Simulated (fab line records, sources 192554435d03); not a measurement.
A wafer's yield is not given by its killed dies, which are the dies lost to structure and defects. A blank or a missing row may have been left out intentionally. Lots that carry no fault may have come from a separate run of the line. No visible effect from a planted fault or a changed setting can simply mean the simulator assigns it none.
A lot that was struck, set against a sound lot || flow n5-finfet || 14 out of 1938 route steps
Sound: wafers L908.1, L908.3, L908.4. Wafers L917.3, L917.4, L917.6 were the ones struck. The cause is given at the end.
For every step that has rows: the tool of each side, followed by ch and its chambers, followed by its first start. Under that, the readings that differ: sound wafers || struck wafers || difference of the means || sigmas: that difference in standard deviations of wafers without a fault.
alike: readings with means less than 2 such deviations apart, plus words and numbers identical on both sides. not compared: withheld readings, readings lacking a value on some wafer, bounds such as >300 that could conceal the same value, and numbers that have no deviation in the record and whose values overlap.
A row with sigmas, a row that says differs or no value, or rows on one side alone: a step with any of these is where the two part. Non-overlapping numbers with no deviation appear without sigmas and do not part them. A reading that every wafer of one side lacks parts them only if that side has two wafers or more.

N5_BEOL_M13_ETCH_59: etches BARC in N2/H2, target depth 89 nm, overetch 26.7 nm, time 67.9 s.
  sound on rie-diel-04 ch 0,1,2, day 11 04:51; struck on rie-diel-02 ch 0,1,3, day 13 17:46
  alike: drypump-motor-current-A, oes-product-au, rf-vpp-V, showerhead-plenum-p-Torr, throttle-valve-pct
  not compared: rf-hours-counter-h
N5_BEOL_M13_VIA_ETCH_16: etches SiOC in C4F8/O2/Ar, target depth 921.7 nm.
  sound on rie-diel-04 ch 0,1,2, day 11 04:54; struck on rie-diel-02 ch 0,1,3, day 13 17:49
  alike: drypump-motor-current-A, he-outer-torr, oes-product-au, rf-vpp-V, showerhead-plenum-p-Torr, throttle-valve-pct
N5_BEOL_M13_STRIP_63: strips in N2/H2.
  sound on plasma-asher-02 ch 0,1, day 11 05:08; struck on plasma-asher-02 ch 0,1, day 13 18:05
  alike: drypump-motor-current-A, heater-power-w, oes-product-au, strip-time-to-endpoint-s
  not compared: rf-hours-counter-h
N5_BEOL_M13_STRIP_64: strips in N2/H2.
  sound on plasma-asher-02 ch 0,1, day 11 05:11; struck on plasma-asher-02 ch 0,1, day 13 18:08
  alike: drypump-motor-current-A, heater-power-w, oes-product-au, strip-time-to-endpoint-s
  not compared: rf-hours-counter-h
then, 2 steps without rows for these wafers: N5_BEOL_M13_STRIP_71 (strips in post etch residue remover, time 60 s); N5_BEOL_M13_SRD_72 (time 30 s, dry time 30 s).
N5_BEOL_M13_CD_MEAS_17: the cd target is 190 nm.
  struck on cd-sem-03, day 13 18:16; sound on cd-sem-02, day 11 05:20
{"reading": "cd-nm (nm)", "sound": "191.7 190.7 188.5", "struck": "194.1 192.9 195.3", "difference": "+3.8", "sigmas": "+2"}
then, 5 steps without rows for these wafers: N5_BEOL_M13_COAT_65 (time 60 s, resist thk 350 nm); N5_BEOL_M13_COAT_66 (time 60 s, resist thk 110 nm); N5_BEOL_M13_COAT_22 (resist thk 300 nm); N5_BEOL_M13_EBR_24; N5_BEOL_M13_SOFTBAKE_23 (time 60 s).
N5_BEOL_M13_EXPOSE_25: exposes mask M13, target cd 210 nm.
  struck on krf-scanner-01, day 13 18:34; sound on krf-scanner-02 ch 0, day 11 05:37
  no value came back on the struck wafers for exposure-dose-mJ-cm2, focus-offset-nm (nm); on the sound wafers exposure-dose-mJ-cm2 reads 21.988 21.989 21.957
  alike: mask
then, 1 step without rows for these wafers: N5_BEOL_M13_PEB_26 (peb time 90 s).

WHERE THEY PART
At N5_BEOL_M13_CD_MEAS_17 first; at N5_BEOL_M13_EXPOSE_25 last (within this record only).

WHY: what the simulator had put in
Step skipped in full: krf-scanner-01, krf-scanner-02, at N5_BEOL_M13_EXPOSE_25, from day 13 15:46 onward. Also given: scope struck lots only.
